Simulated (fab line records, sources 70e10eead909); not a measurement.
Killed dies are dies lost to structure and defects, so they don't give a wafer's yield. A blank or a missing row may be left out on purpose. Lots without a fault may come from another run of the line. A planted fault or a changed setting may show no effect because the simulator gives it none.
Which tool did it? | flow nand_harc | 6 lots, 18 wafers sampled, at 3 steps of a route of 1302

WHAT THE GAUGES READ, wafer by wafer
NHARC_A_ONON_D2_THK_MEAS_02: measures by ellipsometry.
lot  | measured     | on            | thk_nm (nm)
L119 | day 12 20:40 | film_metro-01 | 1011 1009 1008
L121 | day 13 19:32 | film_metro-02 | 994 995 997
L125 | day 15 14:56 | film_metro-01 | 998 998 996
L127 | day 16 05:02 | film_metro-02 | 1016 1016 1016
L132 | day 18 13:35 | film_metro-02 | 1007 647 648
L139 | day 21 08:35 | film_metro-02 | 1002 1000 999

WHICH TOOL RAN EACH LOT (tool, then ch and the chambers of the sampled wafers, then the start)
lot  | NHARC_A_CHANNEL_FILL_D1_ETCHBACK_19 | NHARC_A_ONON_D2_DEP_00
L119 | rie_si-02 ch 1,2, day 10 15:02      | pecvd_onon-01 ch 0, day 12 20:12
L121 | rie_si-03 ch 2,3, day 11 02:56      | pecvd_onon-04 ch 0, day 13 19:08
L125 | rie_si-06 ch 1,2,3, day 13 01:31    | pecvd_onon-04 ch 0, day 15 14:33
L127 | rie_si-02 ch 0,2, day 13 20:58      | pecvd_onon-04 ch 0, day 16 04:35
L132 | rie_si-03 ch 0,1,2, day 16 00:08    | pecvd_onon-04 ch 0, day 18 13:04
L139 | rie_si-03 ch 0,2, day 18 20:41      | pecvd_onon-03 ch 0, day 21 08:08
- NHARC_A_CHANNEL_FILL_D1_ETCHBACK_19: etches the open film in HBr/Cl2, target depth 5 nm, time 1.7 s.
- NHARC_A_ONON_D2_DEP_00: target thk 1000 nm.

THE ANSWER, worked out from the rows above alone
Rule: what is usual is taken from the lots themselves. Put in order of their means at a reading, lots are off if they are a third of the lots or fewer, leave a main group of 4 or more, and stand apart from it by a gap of 3 or more times the standard deviation of the main group's means; of several such gaps the widest counts. A main group whose means are all the same, to the digits that the tables above print for the reading, isn't used. A lot without any number at a reading at which 4 lots or more have one is off too. The other lots that the step has rows for count as sound.
Off: L132, at NHARC_A_ONON_D2_THK_MEAS_02 (thk_nm). The main group: mean 1004 nm, standard deviation 7.8.
A tool fits if, at a process step before that reading, it ran every lot that is off, and no sound lot after the first of them. The gauges at NHARC_A_ONON_D2_THK_MEAS_02 are tried like those tools. One fits: pecvd_onon-04 at NHARC_A_ONON_D2_DEP_00. Its last sound lot is L127 (day 16 04:35), its first lot that is off L132 (day 18 13:04): a fault that began between those two fits.

WHAT THE SIMULATOR HAD PUT IN
Process parameter drift: pecvd_onon-04, from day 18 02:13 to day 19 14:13, at NHARC_A_ONON_D2_DEP_00. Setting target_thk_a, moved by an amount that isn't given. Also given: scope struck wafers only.
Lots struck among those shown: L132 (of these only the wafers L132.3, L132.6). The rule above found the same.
